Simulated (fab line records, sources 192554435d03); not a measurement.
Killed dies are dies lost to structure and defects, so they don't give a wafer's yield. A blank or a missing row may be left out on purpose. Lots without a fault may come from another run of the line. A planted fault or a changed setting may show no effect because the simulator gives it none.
Which tool did it? | flow n5_finfet | 15 lots, 45 wafers sampled, at 2 steps of a route of 1938

WHAT THE GAUGES READ, wafer by wafer
N5_BEOL_M0_RS_MEAS_126: measures by four-point-probe.
lot  | measured     | on            | M0_RS (ohm/sq)
L740 | day 6 15:34  | film_metro-01 | 0.531 0.529 0.524
L738 | day 6 16:03  | film_metro-02 | 0.512 0.518 0.517
L742 | day 7 04:09  | film_metro-01 | 0.513 0.526 0.541
L741 | day 7 04:23  | film_metro-01 | 0.547 0.543 0.524
L750 | day 9 13:16  | film_metro-01 | 0.544 0.532 0.521
L751 | day 9 17:53  | film_metro-02 | 0.563 0.557 0.549
L753 | day 9 21:23  | film_metro-02 | 0.532 0.538 0.521
L754 | day 10 06:32 | film_metro-01 | 0.513 0.554 0.536
L755 | day 10 09:21 | film_metro-02 | 0.516 0.510 0.495
L757 | day 11 18:29 | film_metro-01 | 0.519 0.518 0.534
L756 | day 11 19:04 | film_metro-02 | 0.550 0.538 0.535
L759 | day 11 21:04 | film_metro-02 | 0.546 0.555 0.533
L758 | day 12 00:41 | film_metro-02 | 0.538 0.533 0.522
L761 | day 12 01:11 | film_metro-01 | 0.546 0.551 0.521
L760 | day 12 01:55 | film_metro-01 | 0.567 0.518 0.525

N5_BEOL_M0_INSPECT_127: inspects for defects (darkfield).
lot  | measured     | on                | raw_defect_count
L740 | day 6 15:35  | defect_inspect-02 | 77 66 46
L738 | day 6 16:05  | defect_inspect-01 | 140 93 137
L742 | day 7 04:11  | defect_inspect-01 | 116 84 54
L741 | day 7 04:25  | defect_inspect-02 | 52 51 59
L750 | day 9 13:17  | defect_inspect-01 | 55 70 39
L751 | day 9 17:54  | defect_inspect-02 | 97 60 64
L753 | day 9 21:24  | defect_inspect-02 | 90 71 67
L754 | day 10 06:33 | defect_inspect-01 | 56 26 69
L755 | day 10 09:23 | defect_inspect-02 | 67 83 76
L757 | day 11 18:31 | defect_inspect-02 | 73 62 102
L756 | day 11 19:06 | defect_inspect-02 | 82 108 66
L759 | day 11 21:05 | defect_inspect-01 | 82 60 93
L758 | day 12 00:43 | defect_inspect-02 | 58 48 39
L761 | day 12 01:12 | defect_inspect-02 | 114 83 50
L760 | day 12 01:56 | defect_inspect-02 | 95 66 77

WHICH TOOL RAN EACH LOT (tool, then ch and the chambers of the sampled wafers, then the start)
The record holds no process step before these readings.

WHAT THE TOOLS THEMSELVES READ (means of the sampled wafers that have a number; where no wafer has one, the mark that the record gives instead)
The record holds no such reading with a usual standard deviation.

THE ANSWER, worked out from the rows above alone
Rule: what is usual is taken from the lots themselves. Put in order of their means at a reading, lots are off if they are a third of the lots or fewer, leave a main group of 4 or more, and stand apart from it by a gap of 3 or more times the standard deviation of the main group's means; of several such gaps the widest counts. A main group whose means are all the same, to the digits that the tables above print for the reading, isn't used. A lot without any number at a reading at which 4 lots or more have one is off too. The other lots that the step has rows for count as sound. The gauges are gone through in route order, then the tools' own readings, and for those a lot's mean is taken as printed above. The first step at which some lot is off is used, and at that step the reading that is off furthest; a lot without a number counts as furthest.
No lot is off at any reading shown: from this, nothing can be told.

WHAT THE SIMULATOR HAD PUT IN
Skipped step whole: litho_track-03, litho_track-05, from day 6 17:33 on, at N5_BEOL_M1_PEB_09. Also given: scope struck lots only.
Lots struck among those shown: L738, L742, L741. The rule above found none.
